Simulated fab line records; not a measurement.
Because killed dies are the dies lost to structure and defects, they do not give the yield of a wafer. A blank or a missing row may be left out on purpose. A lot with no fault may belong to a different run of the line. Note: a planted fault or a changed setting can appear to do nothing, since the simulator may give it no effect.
One fault through the eyes of 2 desks ; flow nand_harc ; each desk has only its own numbers; what lay behind them comes last

DESK OF THE TOOL OWNER: rie_si-04
The tool's own readings at NHARC_P_ZERO_WELL_ETCH_63 (etches the open film in HBr/Cl2, target depth 120 nm, time 40.1 s): means of the sampled wafers that have a number, for each lot that ran on this tool. Any lot whose mean is over 4 standard deviations away from the usual mean is out of limits and marked OUT; that distance is given in the brackets.
Columns: A = drypump_motor_current_A at NHARC_P_ZERO_WELL_ETCH_63, usual 5.7 A; B = he_backside_leak_sccm at NHARC_P_ZERO_WELL_ETCH_63, usual 2.7 sccm; C = oes_product_au at NHARC_P_ZERO_WELL_ETCH_63, usual 1.004 a.u.; D = throttle_valve_pct at NHARC_P_ZERO_WELL_ETCH_63, usual 26.406 %
lot;first seen here;A;B;C;D
L861;day 2 07:44;5.7;2.6;1.007;26.401
L863;day 3 03:34;5.9;2.5;1.017;26.408
L879;day 9 19:33;5.9;2.5;0.959 (-4.7) OUT;26.405
L880;day 10 05:46;5.9;2.5;0.954 (-5.2) OUT;26.404
L882;day 11 01:35;5.8;2.3;0.941 (-6.6) OUT;26.413
This desk's finding: out of limits on L879, L880, L882; first on L879, day 9 19:33 (oes_product_au at NHARC_P_ZERO_WELL_ETCH_63). L861, L863 stayed within limits.

THE DEFECT DESK
Inspection counts along the route, by lot: the mean over sampled wafers that carry a number. Any lot whose mean is over 4 standard deviations away from the usual mean is out of limits and marked OUT; that distance is given in the brackets.
Columns: A = raw_defect_count at NHARC_P_START_INSPECT_01, usual 3.5; B = raw_defect_count at NHARC_P_ZERO_WELL_INSPECT_43, usual 15
lot;first seen here;A;B
L861;day 2 06:02;3.3;13
L862;day 2 16:03;5.0;16
L863;day 3 02:02;3.3;21
L865;day 3 22:02;4.3;11
L867;day 4 18:02;5.0;13
L868;day 5 04:02;2.7;7
L870;day 6 00:02;4.7;12
L872;day 6 20:02;4.3;15
L873;day 7 06:03;3.3;9
L874;day 7 16:02;2.3;13
L879;day 9 18:02;2.0;12
L880;day 10 04:02;3.7;14
L882;day 11 00:03;4.0;16
This desk's finding: nothing out of limits on any of the 13 lots.

BROUGHT TOGETHER
On L879, L880, L882, at day 9 19:33, an alarm was possible from the tool owner's desk.
Nothing the defect desk looked at was out of limits.
The defect desk has L879, L880, L882 on record, within its limits.
On rie_si-04, each named lot ran NHARC_P_ZERO_WELL_ETCH_63.

WHAT WAS PUT IN BY THE SIMULATOR
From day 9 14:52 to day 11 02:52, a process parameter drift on rie_si-04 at NHARC_P_ZERO_WELL_ETCH_63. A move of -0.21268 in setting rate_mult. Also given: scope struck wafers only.
Shown lots that were struck: L879, L880, L882.
Time in hours from fault onset to the first out-of-limits reading at each desk: the tool owner's desk, 5.
